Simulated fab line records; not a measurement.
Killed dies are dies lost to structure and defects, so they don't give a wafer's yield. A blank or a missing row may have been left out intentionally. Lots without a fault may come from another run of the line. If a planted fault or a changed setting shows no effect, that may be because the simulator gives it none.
fab line records | flow n5_finfet
record: lots: 4 wafers: 12 last_day: 17
route steps=1938 shown ILD0@336 SDB@347 BEOL_M4@1111 PASSIVATION@1936
lots with no fault: from the same line, run without faults
start_h: the number of hours between the record's first day and the start of the first shown wafer of the lot | wait_h: hours elapsed since this lot's preceding step | " as in the row above | L1.1+2: a row that stands for several wafers | - no value, or no start was given | * or withheld: withheld | < > ~ a bound
route shown NAME@n: NAME is a module with steps in the file, n the number in the route of the first one | usual: mean/standard deviation taken from wafers without a fault | same: alike in all rows | chamber/n: place in a boat | sites: readings site by site | _std_site: the values' standard deviation | _edge_site: the outer-site mean with the inner-site mean subtracted | radius_mm: for every site, how far away it sits from the centre of the wafer | mask NAME#n: copy n | behind: tool/chamber where the wafer was last shaped | hold: the reason the lot was held/the length of the hold in hours/how it ended | device: the n, p or np transistor that did not switch | end of line: at the end of the route, the tests of the same wafers | where a step has no rows: the recipe by itself | killed: not the wafer's yield, but the dies lost to structure and defects at the first sort | map: shows each die of a wafer: x if killed, . if not, _ if none is there
set.NAME: the setting that was run; set.NAME@STEP: the one run at that earlier step | model.NAME: the simulator's own value behind a step, which no gauge read
lots seen at some steps along the route; tables by step, rows by wafer
services: the hour from which a tool's chamber was out of use, counted from the record's first day as start_h (under 0 if before that day), plus the number of hours and why
== steps ==
step: N5_ILD0_FCVD_FILL_01
recipe: material: SiO2_flowable target_thk_a: 2000 temp_c: 100 pressure_torr: 0.8 rf_w: 2000 time_s: 328.3
step: N5_ILD0_CURE_02
recipe: temp_c: 450 time_s: 1800 ambient: steam idle_temp_c: 400 ramp_up_c_per_min: 5 ramp_down_c_per_min: 3 densification_p_h2o_torr: 640
step: N5_ILD0_CMP_03
recipe: stop_on: SiNx t_overpolish_s: 1.9 post_cmp_clean: alkaline_brush down_force_psi: 4.1491 platen_rpm: 51.796 pad_velocity_m_s: 1.0306 target_thk_nm: 197.38
step: N5_ILD0_CMP_07
recipe: stop_on: poly-Si material: SiO2_flowable t_overpolish_s: 1.18 post_cmp_clean: alkaline_brush down_force_psi: 4.1491 platen_rpm: 51.796 pad_velocity_m_s: 1.0306 target_thk_nm: 138.88
step: N5_ILD0_PRECLEAN_10
recipe: chemistry: NF3:NH3 afs_cycles: 5 time_s: 20 temp_c: 30 sublimation_temp_c: 180 sublimation_time_s: 60 pressure_torr: 3 rf_power_w: 30
step: N5_ILD0_ALD_15
recipe: material: SiNx target_thk_a: 240 temp_c: 400 ald_precursor_family: SiH2I2 ald_co_reactant: N2/H2-plasma pulse_time_s: 1 ald_cycles: 480 purge_time_s: 2 co_reactant_purge_time_s: 2 pressure_torr: 2
step: N5_ILD0_CMP_12
recipe: stop_on: poly-Si material: SiNx t_overpolish_s: 6 post_cmp_clean: alkaline_brush down_force_psi: 2.5 platen_rpm: 51.8 pad_velocity_m_s: 1.0307 target_thk_nm: 17.67
step: N5_SDB_HM_DEP_00
recipe: material: SiNx target_thk_a: 400 temp_c: 400 precursor: SiH4/NH3/N2 pressure_torr: 1.5 rf_w: 300 time_s: 35.3
step: N5_SDB_COAT_03
recipe: resist: SOC temp_c: 250 time_s: 60 spin_rpm: 1500 resist_thk_nm: 100
usual: exhaust_pa: 45.1/0.98 plate_temp_C: 249.99/0.16 spin_speed_rpm: 1500.0/0.97
columns lot.wafer tool chamber start_h wait_h exhaust_pa plate_temp_C spin_speed_rpm model.SOC_of_SDB_COAT_03.thk_nm
L229.1 litho_track-01 0 76.57 0.1 45.2 249.93 1498.7 100.6
L229.3 " 0 " " 45.6 250.21 1498.9 100.4
L229.5 " 0 " " 44.6 249.95 1499.0 100.2
L244.2 litho_track-01 0 168.01 0.1 44.5 250.01 1763.5 92.2
L244.4 " 0 " " 44.1 249.93 1763.1 92.2
L244.5 " 0 " " 45.6 249.94 1763.3 92.2
L246.1 litho_track-01 0 180.54 0.1 45.5 250.09 1763.0 92.2
L246.3 " 0 " " 45.7 250.09 1763.0 92
L246.5 " 0 " " 45.8 250.05 1761.8 92.2
L250.1 litho_track-04 0 208.62 0.1 44.7 249.84 1499.6 99.8
L250.4 " 0 " " 46.0 249.94 1501.5 100.4
L250.6 " 0 " " 44.8 249.98 1500.0 100.4
step: N5_SDB_COAT_04
recipe: resist: SiARC temp_c: 220 time_s: 60 spin_rpm: 1500 resist_thk_nm: 18
step: N5_SDB_COAT_05
recipe: resist: CAR-ArF spin_rpm: 1500 resist_thk_nm: 90
step: N5_SDB_EBR_07
recipe: solvent: PGMEA ebr_width_mm: 1.5
step: N5_SDB_SOFTBAKE_06
recipe: temp_c: 110 time_s: 60 resist: CAR-ArF
step: N5_SDB_EXPOSE_08
recipe: mask_id: SDB na: 1.35 source_shape: conventional sigma_outer: 0.5 polarization: unpolarized dose_mj: 49.6
step: N5_SDB_PEB_09
recipe: peb_temp_c: withheld peb_time_s: 60 resist: CAR-ArF
step: N5_SDB_DEVELOP_10
recipe: develop_time_s: 30 developer: TMAH resist: CAR-ArF rinse_liquid: diw dry: air_spin dev_temp_c: 23
step: N5_SDB_DESCUM_16
recipe: chemistry: O2 time_s: 7.9 source_power_w: 50 bias_power_w: 20 pressure_mtorr: 20 rf_frequency_hz: 2.712e+07 temp_c: 40 resist: CAR-ArF o2_flow_sccm: 225
step: N5_SDB_ETCH_17
recipe: chemistry: CF4 target: SiARC target_depth_a: 234 mask_material: CAR-ArF time_s: 39 ion_energy_ev: 80 pressure_mtorr: 40 source_w: 545 bias_w: 36 Ar_flow_sccm: 100 cf4_flow_sccm: 100 ends: cleared
step: N5_SDB_ETCH_18
recipe: chemistry: N2/H2 target: SOC target_depth_a: 1000 overetch_a: 200 mask_material: SiARC temp_c: 40 time_s: 150 ion_energy_ev: 200 pressure_mtorr: 30 source_w: 840 bias_w: 150 n2_flow_sccm: 200 h2_flow_sccm: 200
usual: drypump_motor_current_A: 6.0/0.47 n2_flow_sccm: 199.9/0.56 oes_product_au: 0.69/0.063 rf_vpp_V: 524.4/2.4 showerhead_plenum_p_Torr: 2.56/0.079 throttle_valve_pct: 17.74/0.2
columns lot.wafer tool chamber start_h wait_h drypump_motor_current_A n2_flow_sccm oes_product_au rf_hours_counter_h rf_vpp_V showerhead_plenum_p_Torr throttle_valve_pct model.etch.depth_nm
L229.1 rie_diel-05 3 77.09 0.0 5.6 200.0 0.74 84 527.3 2.68 17.74 100.6
L229.3 " 1 " " 6.2 201.4 0.64 213 525.8 2.62 17.79 100.5
L229.5 " 0 " " 5.6 199.6 0.79 - 522.2 2.47 17.43 100.2
L244.2 rie_diel-04 2 168.76 0.0 5.8 199.7 0.58 246 525.5 2.61 17.68 92.25
L244.4 " 3 " " 5.6 200.6 0.63 - 528.6 2.63 17.56 92.29
L244.5 " 2 " " 5.8 199.8 0.58 - 526.0 2.61 17.67 92.26
L246.1 rie_diel-05 3 181.07 0.0 5.5 200.2 0.67 128 526.2 2.66 17.81 92.17
L246.3 " 0 " " 5.6 199.7 0.71 85 521.7 2.46 17.51 92.03
L246.5 " 0 " " 5.6 199.1 0.71 - 519.9 2.46 17.50 92.2
L250.1 rie_diel-05 0 209.58 0.0 5.6 199.8 0.72 99 520.9 2.45 17.53 99.89
L250.4 " 3 " " 5.6 200.5 0.69 142 525.8 2.65 17.82 100.4
L250.6 " 2 " " 6.6 199.5 0.68 - 523.7 2.54 17.78 100.5
step: N5_SDB_STRIP_19
recipe: chemistry: N2/H2 temp_c: 40 n2_flow_sccm: 200 h2_flow_sccm: 200 rf_frequency_hz: 6e+07
step: N5_SDB_STRIP_21
recipe: chemistry: CF4 resist: SiARC power_w: 300 bias_power_w: 75 pressure_mtorr: 50 cf4_flow_sccm: 150 rf_frequency_hz: 6e+07
step: N5_SDB_HM_OPEN_20
recipe: chemistry: CH3F/O2 target: SiNx mask_material: SOC target_depth_a: 240 stop_on: poly-Si over_etch_frac: 0.4 ion_energy_ev: 120 pressure_mtorr: 30 source_w: 395 bias_w: 73 Ar_flow_sccm: 150 CH3F_flow_sccm: 30 O2_flow_sccm: 20
usual: drypump_motor_current_A: 6.0/0.47 oes_ar_750_au: 0.77/0.07 oes_f_703_au: 0.77/0.07 oes_product_au: 0.64/0.056 rf_vpp_V: 297.9/2.6 showerhead_plenum_p_Torr: 2.02/0.065 throttle_valve_pct: 16.32/0.16
columns lot.wafer tool chamber start_h wait_h drypump_motor_current_A oes_ar_750_au oes_f_703_au oes_product_au rf_hours_counter_h rf_vpp_V showerhead_plenum_p_Torr throttle_valve_pct model.SOC_of_SDB_COAT_03.thk_nm
L229.1 rie_diel-05 3 77.25 0.0 5.5 0.82 0.82 0.68 84 296.4 2.12 16.40 84.6
L229.3 " 1 " " 6.2 0.70 0.69 0.59 213 304.2 2.07 16.41 84.8
L229.5 " 0 " " 5.6 0.87 0.85 0.74 - 299.6 1.95 16.10 84.4
L244.2 rie_diel-04 2 168.92 0.0 5.7 0.68 0.68 0.56 246 294.0 2.05 16.21 76.2
L244.4 " 3 " " 5.7 0.74 0.73 0.62 - 298.0 2.08 16.20 76.4
L244.5 " 2 " " 5.7 0.67 0.67 0.57 - 293.2 2.05 16.21 76.2
L246.1 rie_diel-05 3 181.23 0.0 5.6 0.78 0.79 0.64 128 297.4 2.10 16.46 76.2
L246.3 " 0 " " 5.6 0.82 0.81 0.68 85 299.5 1.94 16.18 76.2
L246.5 " 0 " " 5.6 0.82 0.80 0.68 - 299.4 1.94 16.17 76.4
L250.1 rie_diel-05 0 209.74 0.0 5.6 0.80 0.79 0.67 99 298.4 1.93 16.19 84
L250.4 " 3 " " 5.6 0.76 0.77 0.62 142 297.8 2.10 16.51 84.4
L250.6 " 2 " " 6.6 0.76 0.77 0.63 - 297.7 2.00 16.39 84.6
step: N5_SDB_STRIP_22
recipe: chemistry: N2/H2 power_w: 1000 temp_c: 250 h2_frac: 0.65 overash_fraction: 0.3 pressure_mtorr: withheld n2_flow_sccm: 1750 h2_flow_sccm: 3250
usual: drypump_motor_current_A: 6.2/0.3 heater_power_w: 317/18 n2_flow_sccm: 1750/5 oes_product_au: 0.714/0.0046 strip_time_to_endpoint_s: 96.4/0.32
columns lot.wafer tool chamber start_h wait_h drypump_motor_current_A heater_power_w n2_flow_sccm oes_product_au rf_hours_counter_h strip_time_to_endpoint_s
L229.1 plasma_asher-01 1 77.33 0.1 5.9 294 1750 0.727 37 96.8
L229.3 " 1 " " 5.9 285 1749 0.723 - 97.0
L229.5 " 0 " " 5.7 313 1757 0.718 - 96.6
L244.2 plasma_asher-02 0 169.00 0.1 6.4 329 1745 0.706 107 88.8
L244.4 " 1 " " 6.5 319 1752 0.707 - 89.1
L244.5 " 0 " " 6.4 339 1751 0.708 - 88.8
L246.1 plasma_asher-02 0 181.31 0.1 6.4 336 1752 0.698 110 88.9
L246.3 " 1 " " 6.5 319 1749 0.707 - 88.9
L246.5 " 0 " " 6.4 331 1749 0.704 - 89.1
L250.1 plasma_asher-02 1 209.82 0.1 6.5 317 1746 0.717 114 96.2
L250.4 " 0 " " 6.4 330 1759 0.718 - 96.7
L250.6 " 0 " " 6.4 338 1756 0.711 - 96.8
step: N5_SDB_PRECLEAN_23
recipe: chemistry: dHF time_s: 30 temp_c: 25 dilution: withheld
step: N5_BEOL_M4_RC_MEAS_101
usual: DIBL_N: 36.3/1.2 DIBL_P: 36.1/1.6 IOFF_N: 0.161/0.023 IOFF_P: 0.209/0.027 ION_N: 676/8.9 ION_P: 462/5.3 SS_N: 71.5/0.51 SS_P: 73.2/0.5 VT_N: 249.1/2.5 VT_P: -249.9/2.8
columns lot.wafer tool chamber start_h wait_h DIBL_N[mV/V] DIBL_P[mV/V] IOFF_N[nA/um] IOFF_P[nA/um] ION_N[uA/um] ION_P[uA/um] SS_N[mV/dec] SS_P[mV/dec] VT_N[mV] VT_P[mV]
L229.1 prober-01 0 179.90 0.0 35.8 34.1 0.147 0.202 673 464 71.1 72.4 251.4 -247.8
L229.3 " 0 " " 36.9 34.8 0.161 0.207 676 459 71.2 72.6 251.6 -249.9
L229.5 " 0 " " 38.2 37.4 0.191 0.245 690 470 71.9 73.7 250.0 -247.3
L244.2 prober-02 0 268.85 0.2 37.9 39.8 0.212 0.239 690 469 72.2 73.5 244.8 -250.4
L244.4 " 0 " " 36.1 37.9 0.167 0.207 691 469 71.4 73.0 246.9 -252.0
L244.5 " 0 " " 37.4 40.0 0.206 0.255 696 475 72.4 74.2 245.6 -247.9
L246.1 prober-01 0 278.61 0.0 34.8 33.6 0.139 0.183 663 463 70.6 72.9 249.4 -254.0
L246.3 " 0 " " 36.9 35.7 0.164 0.216 673 461 71.5 72.9 248.3 -248.8
L246.5 " 0 " " 37.2 35.9 0.181 0.222 678 464 72.0 73.6 248.5 -248.1
L250.1 prober-01 0 310.21 0.0 34.6 33.6 0.125 0.169 669 460 71.2 73.0 252.8 -252.1
L250.4 " 0 " " 35.6 34.4 0.136 0.179 672 460 71.8 73.0 252.2 -250.3
L250.6 " 0 " " 36.8 36.1 0.154 0.201 677 459 71.5 73.3 249.4 -251.0
step: N5_PASSIVATION_PROBE_49
usual: defect_limited_yield: 91.3/1.5 killed_at_M0_to_M3: 35/10 killed_at_M4_up: 13/5.3 killed_at_contacts: 12/5.7 killed_at_front_end: 39/11 killed_at_other: 3.3/2.7 killed_dies: 102/18 killed_open: 67/13 killed_short: 34/7.8 sort_bin_5_function: 5.1/1 sort_bin_6_memory: 3.3/0.68 sort_n_pass: 1078/18 sort_yield_pct: 91.3/1.5
same: gross_dies: 1180 killed_at_back_side: 0 sort_bin_4_leakage[%]: 0 sort_bin_8_speed[%]: 0
columns lot.wafer tool chamber start_h wait_h defect_limited_yield[%] killed_at_M0_to_M3 killed_at_M4_up killed_at_contacts killed_at_front_end killed_at_other killed_dies killed_open killed_short sort_bin_5_function[%] sort_bin_6_memory[%] sort_n_pass sort_yield_pct[%]
L246.1 prober-02 - 383.18 0.0 90.5 33 5 17 53 4 112 69 34 5.3 3.4 1068 90.5
L246.3 prober-02 - 383.28 0.1 93.0 32 7 19 22 3 83 51 31 3.8 2.9 1097 93.0
L246.5 prober-02 - 383.38 0.2 92.7 25 7 13 33 8 86 48 35 4.4 2.7 1094 92.7
L250.1 prober-02 - 408.19 0.0 92.4 32 10 9 32 7 90 55 33 4.7 2.8 1090 92.4
L250.4 prober-02 - 408.34 0.2 90.7 42 14 14 35 5 110 76 32 5.9 3.3 1070 90.7
L250.6 prober-02 - 408.44 0.3 91.2 29 18 14 34 9 104 76 28 4.4 4.0 1076 91.2
killed by level:class
L246.1 FIN_SAQP:geometric_particle:open=13 MOL_CONTACT_COAG:geometric_particle:open=12 BEOL_M0_SAQP:geometric_particle:short=11 BEOL_M0_SAQP:geometric_particle:open=10 DUMMY_GATE:geometric_particle:open=7 HKMG_FIN:area_etch=7 FIN_SAQP:geometric_particle:short=6 MOL_CONTACT_COAG:geometric_particle:short=5
L246.3 MOL_CONTACT_COAG:geometric_particle:open=15 BEOL_M0_SAQP:geometric_particle:short=8 BEOL_M4:geometric_particle:open=6 BEOL_M3:geometric_particle:open=6 FIN_SAQP:geometric_particle:short=4 MOL_CONTACT_COAG:geometric_particle:short=4 BEOL_M0_SAQP:geometric_particle:open=4 BEOL_M1:geometric_particle:open=4
L246.5 MOL_CONTACT_COAG:geometric_particle:open=10 FIN_SAQP:geometric_particle:short=9 BEOL_M0_SAQP:geometric_particle:short=7 BEOL_M0_SAQP:geometric_particle:open=6 BEOL_M1:geometric_particle:open=6 DUMMY_GATE:geometric_particle:open=5 STI_FIN_REVEAL:geometric_particle:open=3 GATE_CUT:geometric_particle:short=3
L250.1 MOL_CONTACT_COAG:geometric_particle:open=8 BEOL_M0_SAQP:geometric_particle:short=8 FIN_SAQP:geometric_particle:short=7 FIN_SAQP:geometric_particle:open=7 BEOL_M1:geometric_particle:open=5 BEOL_M0_SAQP:geometric_particle:open=5 STARTING-WAFER:geometric_particle:open=5 BEOL_M3:geometric_particle:open=4
L250.4 BEOL_M2:geometric_particle:open=10 BEOL_M3:geometric_particle:open=10 MOL_CONTACT_COAG:geometric_particle:open=9 BEOL_M0_SAQP:geometric_particle:short=8 BEOL_M4:geometric_particle:open=8 FIN_SAQP:geometric_particle:open=7 DUMMY_GATE:geometric_particle:open=5 GATE_CUT:geometric_particle:open=5
L250.6 MOL_CONTACT_COAG:geometric_particle:open=12 STI_FIN_REVEAL:geometric_particle:open=9 BEOL_M1:geometric_particle:open=9 BEOL_M4:geometric_particle:open=9 FIN_SAQP:geometric_particle:short=5 BEOL_M0_SAQP:geometric_particle:open=5 BEOL_M2:geometric_particle:open=5 PAD_METAL:geometric_particle:open=5
== services ==
columns tool chamber start_h hours kind
rie_diel-04 - 101.30 0.5 repair
rie_diel-05 2 119.71 1.5 repair
plasma_asher-02 - 123.16 4.3 pm
rie_diel-04 1 160.26 9.4 repair
rie_diel-05 1 168.24 - clean
rie_diel-05 1 168.24 - consumable_replace:esc
rie_diel-05 1 168.24 - consumable_replace:focus_ring
rie_diel-05 1 168.24 23.1 scheduled_down
rie_diel-05 1 168.24 23.1 vent_cycle
rie_diel-04 2 175.20 - clean
rie_diel-04 2 175.20 - consumable_replace:focus_ring
rie_diel-04 2 175.20 17.6 scheduled_down
rie_diel-04 2 175.20 17.6 vent_cycle
== key ==
first_sign: step: N5_SDB_COAT_03 reading: spin_speed_rpm direction: up sigmas: 99+ usual: * struck: *
effect: step: N5_SDB_STRIP_22 reading: strip_time_to_endpoint_s direction: down sigmas: 23 usual: * struck: *
model_effect: step: N5_SDB_COAT_03 value: SOC_of_SDB_COAT_03.thk_nm without: 99.97 struck: 92.17
model_effect: step: N5_SDB_ETCH_18 value: etch.depth_nm without: 99.96 struck: 92.2
model_effect: step: N5_SDB_HM_OPEN_20 value: SOC_of_SDB_COAT_03.thk_nm without: 84.07 struck: 76.27
met_at N5_SDB_COAT_03
struck_wafers L244.2,L244.4,L244.5,L246.1,L246.3,L246.5
onset_between 76.57 168.01
fault: kind: process_parameter_drift tool: litho_track-01 chamber: - onset_h: 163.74 steps: N5_SDB_COAT_03 channel: spin_rpm offset: * shape: step end_h: 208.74 acts_in: * stated: *
